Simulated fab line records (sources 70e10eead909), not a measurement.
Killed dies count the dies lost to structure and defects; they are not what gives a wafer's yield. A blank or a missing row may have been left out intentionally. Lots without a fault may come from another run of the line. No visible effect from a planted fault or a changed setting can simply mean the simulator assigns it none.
A struck lot beside a sound one    flow nand-harc    27 out of 1302 route steps
Sound: wafers L437.2, L437.3, L437.4. Wafers L443.1, L443.3, L443.5 were the ones struck. At the end, the cause is stated.
For every step that has rows: the tool of each side, followed by ch and its chambers, followed by its first start. Under that, the readings that differ: sound wafers    struck wafers    difference of the means    sigmas: that difference in standard deviations of wafers without a fault.
alike: a reading whose means differ by less than 2 such deviations, as well as words and numbers matching on both sides. not compared: withheld readings; readings where some wafer has no value; bounds like >300 that might hide an equal value; numbers whose values overlap and for which the record gives no deviation.
A row with sigmas, a row that says differs or no value, or rows on one side alone: a step with any of these is where the two part. Non-overlapping numbers with no deviation appear without sigmas and do not part them. A reading missing from all wafers of one side parts the sides only when that side holds two or more wafers.

NHARC_P_ZERO_WELL_INSPECT_43:
  sound on defect-inspect-01 at day 3 09:50; struck on defect-inspect-02 at day 5 22:53
  alike: raw-defect-count
then, 11 steps without rows for these wafers: NHARC_P_STI_ETCH_26 (etches SiO2 in dHF, target depth 11 nm); NHARC_P_STI_PRECLEAN_27 (cleans in SC1); NHARC_P_STI_SRD_28; NHARC_P_STI_OXIDE_29 (material SiO2, target thk 10 nm, ox time 1362 s); NHARC_P_STI_HM_DEP_30 (deposits Si3N4, target thk 80 nm, time 873 s); NHARC_P_STI_DEHYDRATE_01 (time 120 s); NHARC_P_STI_HMDS_02 (time 30 s); NHARC_P_STI_COAT_41 (time 65 s); NHARC_P_STI_COAT_03 (resist thk 600 nm); NHARC_P_STI_SOFTBAKE_04 (time 70 s); NHARC_P_STI_EBR_05.
NHARC_P_STI_EXPOSE_06: exposes mask P STI, target cd 200 nm.
  sound on krf-scanner-01 ch 0, day 4 02:29; struck on krf-scanner-01 ch 0, day 6 16:31
reading               sound              struck             difference  sigmas
exposure-dose-mJ-cm2  37.62 37.58 37.58  35.89 35.87 35.82  -1.73       -37
  alike: mask
then, 2 steps without rows for these wafers: NHARC_P_STI_PEB_07 (peb time 80 s); NHARC_P_STI_DEVELOP_08 (time 50 s).
NHARC_P_STI_CD_MEAS_09: target cd 200 nm.
  sound on cd-sem-03 ch 0, day 4 02:38; struck on cd-sem-01 ch 0, day 6 16:40
reading     sound              struck             difference  sigmas
cd-nm (nm)  202.8 198.6 202.1  189.5 186.8 187.8  -13.1       -5
NHARC_P_STI_OVL_MEAS_10:
  sound on overlay-02 at day 4 02:43; struck on overlay-01 at day 6 16:46
  alike: overlay-x-nm, overlay-y-nm
NHARC_P_STI_INSPECT_11:
  sound on defect-inspect-01 at day 4 02:46; struck on defect-inspect-01 at day 6 16:48
  alike: raw-defect-count
then, 1 step without rows for these wafers: NHARC_P_STI_HARDBAKE_13 (time 65 s).
NHARC_P_STI_DESCUM_14: chemistry O2, time 3 s.
  sound on rie-diel-07 ch 0,1,3, day 4 02:53; struck on rie-diel-13 ch 1,2,3, day 6 16:57
reading                 sound              struck             difference  sigmas
model.P_STI.cd-nm (nm)  202.7 198.3 202.8  189.1 186.6 187.3  -13.6       
  alike: drypump-motor-current-A, oes-product-au, rf-vpp-V, showerhead-plenum-p-Torr, throttle-valve-pct
  not compared: rf-hours-counter-h
NHARC_P_STI_ETCH_42: etches the open film in N2/H2, target depth 80 nm, overetch 24 nm, time 61 s.
  sound on rie-diel-07 ch 0,1,3, day 4 02:59; struck on rie-diel-13 ch 2,3, day 6 17:01
  alike: drypump-motor-current-A, h2-flow-sccm, oes-product-au, rf-vpp-V, showerhead-plenum-p-Torr, throttle-valve-pct
  not compared: rf-hours-counter-h
NHARC_P_STI_ETCH_31: etches the open film in CF4/CHF3, target depth 108.9 nm, time 54.5 s.
  sound: rie-diel-07 ch 0,1,3; struck: rie-diel-13 ch 2,3
  alike: drypump-motor-current-A, oes-product-au, rf-vpp-V, showerhead-plenum-p-Torr, throttle-valve-pct
  not compared: rf-hours-counter-h
NHARC_P_STI_ETCH_15: etches the open film in HBr/Cl2, target depth 300 nm, time 100.1 s.
  sound on rie-si-02 ch 0,2,3, day 4 03:11; struck on rie-si-06 ch 1,3, day 6 17:13
reading                 sound              struck         difference  sigmas
model.P_STI.cd-nm (nm)  202.1 197.6 202.7  189.9 186 188  -12.8       
  alike: drypump-motor-current-A, oes-product-au, throttle-valve-pct
  not compared: rf-hours-counter-h
NHARC_P_STI_CD_MEAS_16:
  sound on cd-sem-02 at day 4 03:20; struck on cd-sem-03 at day 6 17:24
reading     sound              struck             difference  sigmas
cd-nm (nm)  201.7 197.6 202.7  190.1 185.9 187.9  -12.7       -5
NHARC_P_STI_OCD_MEAS_17:
  sound on ocd-01 at day 4 03:25; struck on ocd-01 at day 6 17:29
reading                 sound              struck             difference  sigmas
trench-foot-cd-nm (nm)  160.5 156.1 160.0  148.7 144.5 146.9  -12.2       -5
  alike: trench-depth-nm
then, 2 steps without rows for these wafers: NHARC_P_STI_STRIP_19 (strips in SPM, time 900 s); NHARC_END_SORT_01.

== WHERE THEY PART ==
At NHARC_P_STI_EXPOSE_06 first; at NHARC_P_STI_OCD_MEAS_17 last (within this record only).

WHY: the cause the simulator had injected
Process parameters drifting: krf-scanner-01 at NHARC_P_STI_EXPOSE_06, beginning at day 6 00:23. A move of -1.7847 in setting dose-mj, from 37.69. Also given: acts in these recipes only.
